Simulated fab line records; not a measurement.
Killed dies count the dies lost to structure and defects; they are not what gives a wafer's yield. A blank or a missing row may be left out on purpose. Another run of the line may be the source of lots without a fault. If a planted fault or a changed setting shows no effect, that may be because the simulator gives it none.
Split-lot experiment :: flow n5 finfet :: 7 lots, 39 wafers read, on a route of 1938 steps

## THE SPLIT ITSELF
At N5_DUMMY_GATE_ETCH_32 (etches SiO2 in CF4, target depth 3.5 nm, time 3.9 s), the setting time s was moved away from the recipe's 3.9 s on 12 of the 39 wafers read, by -21.2% to +7.8%. For the rest of the wafers, this setting stayed at what the recipe calls for.

The split's own step is where the reading is taken.

## THE READING
etch.depth nm (the simulator's own value, which no gauge read), in nm, at N5_DUMMY_GATE_ETCH_32 (etches SiO2 in CF4, target depth 3.5 nm, time 3.9 s). No usual value for it is given in the file. The 27 wafers here that ran the recipe average 3.498 nm, standard deviation 0.13 nm.

wafer: L083.1
tool, chamber at the split: rie si-04, 2
time s as run, s: 3.9
against the recipe: recipe
etch.depth nm, nm: 3.62
against lot-mates on the recipe: -

wafer: L083.2
tool, chamber at the split: rie si-04, 0
time s as run, s: 3.312
against the recipe: -15.1%
etch.depth nm, nm: 2.933
against lot-mates on the recipe: -0.592

wafer: L083.3
tool, chamber at the split: rie si-04, 3
time s as run, s: 3.312
against the recipe: -15.1%
etch.depth nm, nm: 2.786
against lot-mates on the recipe: -0.739

wafer: L083.4
tool, chamber at the split: rie si-04, 1
time s as run, s: 3.9
against the recipe: recipe
etch.depth nm, nm: 3.51
against lot-mates on the recipe: -

wafer: L083.5
tool, chamber at the split: rie si-04, 0
time s as run, s: 3.9
against the recipe: recipe
etch.depth nm, nm: 3.444
against lot-mates on the recipe: -

wafer: L083.6
tool, chamber at the split: rie si-04, 1
time s as run, s: 3.312
against the recipe: -15.1%
etch.depth nm, nm: 3.005
against lot-mates on the recipe: -0.520

wafer: L086.1
tool, chamber at the split: rie si-01, 0
time s as run, s: 3.072
against the recipe: -21.2%
etch.depth nm, nm: 2.654
against lot-mates on the recipe: -0.917

wafer: L086.2
tool, chamber at the split: rie si-01, 2
time s as run, s: 3.9
against the recipe: recipe
etch.depth nm, nm: 3.56
against lot-mates on the recipe: -

wafer: L086.3
tool, chamber at the split: rie si-01, 3
time s as run, s: 3.072
against the recipe: -21.2%
etch.depth nm, nm: 2.861
against lot-mates on the recipe: -0.710

wafer: L086.4
tool, chamber at the split: rie si-01, 1
time s as run, s: 3.9
against the recipe: recipe
etch.depth nm, nm: 3.599
against lot-mates on the recipe: -

wafer: L086.5
tool, chamber at the split: rie si-01, 2
time s as run, s: 3.9
against the recipe: recipe
etch.depth nm, nm: 3.553
against lot-mates on the recipe: -

wafer: L086.6
tool, chamber at the split: rie si-01, 1
time s as run, s: 3.072
against the recipe: -21.2%
etch.depth nm, nm: 2.816
against lot-mates on the recipe: -0.755

wafer: L088.1
tool, chamber at the split: rie si-04, 2
time s as run, s: 3.9
against the recipe: recipe
etch.depth nm, nm: 3.624
against lot-mates on the recipe: -

wafer: L088.2
tool, chamber at the split: rie si-04, 0
time s as run, s: 3.9
against the recipe: recipe
etch.depth nm, nm: 3.509
against lot-mates on the recipe: -

wafer: L088.3
tool, chamber at the split: rie si-04, 1
time s as run, s: 3.9
against the recipe: recipe
etch.depth nm, nm: 3.607
against lot-mates on the recipe: -

wafer: L088.4
tool, chamber at the split: rie si-04, 3
time s as run, s: 3.9
against the recipe: recipe
etch.depth nm, nm: 3.308
against lot-mates on the recipe: -

wafer: L088.5
tool, chamber at the split: rie si-04, 0
time s as run, s: 3.9
against the recipe: recipe
etch.depth nm, nm: 3.476
against lot-mates on the recipe: -

wafer: L088.6
tool, chamber at the split: rie si-04, 3
time s as run, s: 3.9
against the recipe: recipe
etch.depth nm, nm: 3.26
against lot-mates on the recipe: -

wafer: L091.1
tool, chamber at the split: rie si-04, 3
time s as run, s: 3.9
against the recipe: recipe
etch.depth nm, nm: 3.259
against lot-mates on the recipe: -

wafer: L091.4
tool, chamber at the split: rie si-04, 1
time s as run, s: 3.9
against the recipe: recipe
etch.depth nm, nm: 3.557
against lot-mates on the recipe: -

wafer: L091.6
tool, chamber at the split: rie si-04, 2
time s as run, s: 3.9
against the recipe: recipe
etch.depth nm, nm: 3.597
against lot-mates on the recipe: -

wafer: L092.1
tool, chamber at the split: rie si-04, 1
time s as run, s: 3.9
against the recipe: recipe
etch.depth nm, nm: 3.56
against lot-mates on the recipe: -

wafer: L092.2
tool, chamber at the split: rie si-04, 3
time s as run, s: 3.9
against the recipe: recipe
etch.depth nm, nm: 3.246
against lot-mates on the recipe: -

wafer: L092.3
tool, chamber at the split: rie si-04, 2
time s as run, s: 4.206
against the recipe: +7.8%
etch.depth nm, nm: 3.938
against lot-mates on the recipe: +0.503

wafer: L092.4
tool, chamber at the split: rie si-04, 0
time s as run, s: 3.9
against the recipe: recipe
etch.depth nm, nm: 3.498
against lot-mates on the recipe: -

wafer: L092.5
tool, chamber at the split: rie si-04, 3
time s as run, s: 4.206
against the recipe: +7.8%
etch.depth nm, nm: 3.539
against lot-mates on the recipe: +0.104

wafer: L092.6
tool, chamber at the split: rie si-04, 0
time s as run, s: 4.206
against the recipe: +7.8%
etch.depth nm, nm: 3.803
against lot-mates on the recipe: +0.368

wafer: L095.1
tool, chamber at the split: rie si-04, 2
time s as run, s: 3.264
against the recipe: -16.3%
etch.depth nm, nm: 3.066
against lot-mates on the recipe: -0.438

wafer: L095.2
tool, chamber at the split: rie si-04, 0
time s as run, s: 3.264
against the recipe: -16.3%
etch.depth nm, nm: 2.971
against lot-mates on the recipe: -0.533

wafer: L095.3
tool, chamber at the split: rie si-04, 3
time s as run, s: 3.9
against the recipe: recipe
etch.depth nm, nm: 3.245
against lot-mates on the recipe: -

wafer: L095.4
tool, chamber at the split: rie si-04, 1
time s as run, s: 3.9
against the recipe: recipe
etch.depth nm, nm: 3.582
against lot-mates on the recipe: -

wafer: L095.5
tool, chamber at the split: rie si-04, 2
time s as run, s: 3.9
against the recipe: recipe
etch.depth nm, nm: 3.684
against lot-mates on the recipe: -

wafer: L095.6
tool, chamber at the split: rie si-04, 1
time s as run, s: 3.264
against the recipe: -16.3%
etch.depth nm, nm: 3.028
against lot-mates on the recipe: -0.476

wafer: L097.1
tool, chamber at the split: rie si-04, 3
time s as run, s: 3.9
against the recipe: recipe
etch.depth nm, nm: 3.28
against lot-mates on the recipe: -

wafer: L097.2
tool, chamber at the split: rie si-04, 0
time s as run, s: 3.9
against the recipe: recipe
etch.depth nm, nm: 3.542
against lot-mates on the recipe: -

wafer: L097.3
tool, chamber at the split: rie si-04, 1
time s as run, s: 3.9
against the recipe: recipe
etch.depth nm, nm: 3.57
against lot-mates on the recipe: -

wafer: L097.4
tool, chamber at the split: rie si-04, 2
time s as run, s: 3.9
against the recipe: recipe
etch.depth nm, nm: 3.677
against lot-mates on the recipe: -

wafer: L097.5
tool, chamber at the split: rie si-04, 1
time s as run, s: 3.9
against the recipe: recipe
etch.depth nm, nm: 3.568
against lot-mates on the recipe: -

wafer: L097.6
tool, chamber at the split: rie si-04, 0
time s as run, s: 3.9
against the recipe: recipe
etch.depth nm, nm: 3.506
against lot-mates on the recipe: -

FIT RESULTS
A straight line over all 39 wafers: etch.depth nm changes by +0.0338 nm for each +1% of time s; r = +0.90; the points scatter about the line by 0.13 nm.
The same after taking each lot's own level away (the mean of its wafers on the recipe; 39 wafers): +0.0366 nm for each +1%; r = +0.92; scatter 0.13 nm.
Per that fit: largest time s move, reading shift of 0.78 nm.
The span of the lots' own levels, 3.4347 to 3.5707 nm, comes to 1.0 times the standard deviation stated above.
Hence the lot-to-lot level has little effect on the slope; both slopes agree.
Check: for one of the wafers moved furthest among these (-21.2%), held out of the fit, the line's prediction against its lot-mates is -0.746 nm. Against them it came out at -0.917 nm.

## OTHER SPLITS ON THESE WAFERS
Before the reading, these wafers also passed through other splits. Each is held against what the fit with the lots' levels taken away leaves over:
other split on the same wafers: N5_DUMMY_GATE_EXPOSE_12 dose mj
wafers away from the commonest value: 15
r with etch.depth nm (lot level and that fit taken away): -0.11

## FILE'S OWN FIT
etch.depth nm changes by +0.0364 nm for each +1% of time s, r = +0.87.
